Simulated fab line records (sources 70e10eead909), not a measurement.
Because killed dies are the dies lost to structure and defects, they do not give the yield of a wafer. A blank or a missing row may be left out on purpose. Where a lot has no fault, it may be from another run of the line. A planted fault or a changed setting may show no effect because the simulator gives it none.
A lot that was struck, set against a sound lot | flow nand-harc | 14 out of 1302 route steps
Sound: the wafers L216.3, L216.4, L216.5. Struck: wafers L210.2, L210.5, L210.6. The cause comes at the end.
Each step with rows lists, per side, the tool, then ch with its chambers, then its first start. Under that, the readings that differ: sound wafers | struck wafers | difference of the means | sigmas: that difference in standard deviations of wafers without a fault.
alike: a reading whose means differ by less than 2 such deviations, as well as words and numbers matching on both sides. not compared: withheld readings; readings where some wafer has no value; bounds like >300 that might hide an equal value; numbers whose values overlap and for which the record gives no deviation.
A row with sigmas, a row that says differs or no value, or rows on one side alone: a step with any of these is where the two part. Numbers that don't overlap but have no deviation are shown without sigmas and don't part them. A reading missing from all wafers of one side parts the sides only when that side holds two or more wafers.

first, 3 steps without rows for these wafers: NHARC_A_CONTACT_ETCH_111 (etches the open film in C4F8/O2/Ar, time 140 s, target depth 700 nm); NHARC_A_CONTACT_ETCH_112 (etches the open film in C4F8/O2/Ar, time 190 s, target depth 1850 nm); NHARC_A_CONTACT_ETCH_113 (etches the open film in C4F8/O2/Ar, time 190 s, target depth 1850 nm).
NHARC_A_CONTACT_ETCH_114: etches the open film in C4F8/O2/Ar, time 190 s, target depth 1850 nm.
  sound on har-cap-etch-02 ch 0,1, day 28 13:08; struck on har-cap-etch-03 ch 0,1, day 26 12:55
  alike: chamber-pressure-mTorr, oes-air-line-au
  not compared: rf-hours-counter-h
NHARC_A_CONTACT_ETCH_115: etches the open film in C4F8/O2/Ar, time 190 s, target depth 1850 nm.
  sound on har-cap-etch-02 ch 0,1, day 28 13:18; struck on har-cap-etch-03 ch 0,1, day 26 13:05
  alike: chamber-pressure-mTorr, oes-air-line-au
  not compared: rf-hours-counter-h
then, 2 steps without rows for these wafers: NHARC_A_CONTACT_ETCH_116 (etches the open film in C4F8/O2/Ar, time 190 s, target depth 1850 nm); NHARC_A_CONTACT_ETCH_117 (etches the open film in C4F8/O2/Ar, time 190 s, target depth 1850 nm).
NHARC_A_CONTACT_ETCH_118: etches the open film in C4F8/O2/Ar, time 190 s, target depth 1850 nm.
  sound on har-cap-etch-02 ch 0,1, day 28 13:49; struck on har-cap-etch-03 ch 0,1, day 26 13:36
  alike: chamber-pressure-mTorr, oes-air-line-au
  not compared: rf-hours-counter-h
then, 2 steps without rows for these wafers: NHARC_A_CONTACT_ETCH_119 (etches the open film in C4F8/O2/Ar, time 190 s, target depth 1850 nm); NHARC_A_CONTACT_ETCH_120 (etches the open film in C4F8/O2/Ar, time 190 s, target depth 1850 nm).
NHARC_A_CONTACT_ETCH_121: etches the open film in C4F8/O2/Ar, time 190 s, target depth 1850 nm.
  sound on har-cap-etch-02 ch 0,1, day 28 14:20; struck on har-cap-etch-03 ch 0,1, day 26 14:07
  alike: chamber-pressure-mTorr, oes-air-line-au
  not compared: rf-hours-counter-h
then, 1 step without rows for these wafers: NHARC_A_CONTACT_ETCH_122 (etches the open film in C4F8/O2/Ar, time 190 s, target depth 1850 nm).
NHARC_A_CONTACT_ETCH_123: etches the open film in C4F8/O2/Ar, time 490 s, target depth 2110 nm.
  sound on har-cap-etch-02 ch 0,1, day 28 14:47; struck on har-cap-etch-03 ch 0,1, day 26 14:31
  no value came back on the struck wafers for chamber-pressure-mTorr (mTorr), oes-air-line-au (a.u.), time-s (s); on the sound wafers chamber-pressure-mTorr (mTorr) reads 20.013 19.982 20.014
  not compared: rf-hours-counter-h
NHARC_A_CONTACT_ETCH_90: etches the open film in CH3F/O2, target depth 40 nm, time 85.7 s.
  sound on rie-diel-13 ch 1,2, day 28 15:35; struck on rie-diel-02 ch 1,3, day 26 15:26
  reading                | sound                | struck               | difference | sigmas
  throttle-valve-pct (%) | 20.666 20.676 20.670 | 20.645 20.634 20.649 | -0.028     | -3
  alike: bias-w, ch3f-flow-sccm, drypump-motor-current-A, oes-product-au, rf-vpp-V, showerhead-plenum-p-Torr
  not compared: rf-hours-counter-h

== WHERE THEY PART ==
Earliest at NHARC_A_CONTACT_ETCH_123; latest, in this record, at NHARC_A_CONTACT_ETCH_90.

WHY: what the simulator had put in
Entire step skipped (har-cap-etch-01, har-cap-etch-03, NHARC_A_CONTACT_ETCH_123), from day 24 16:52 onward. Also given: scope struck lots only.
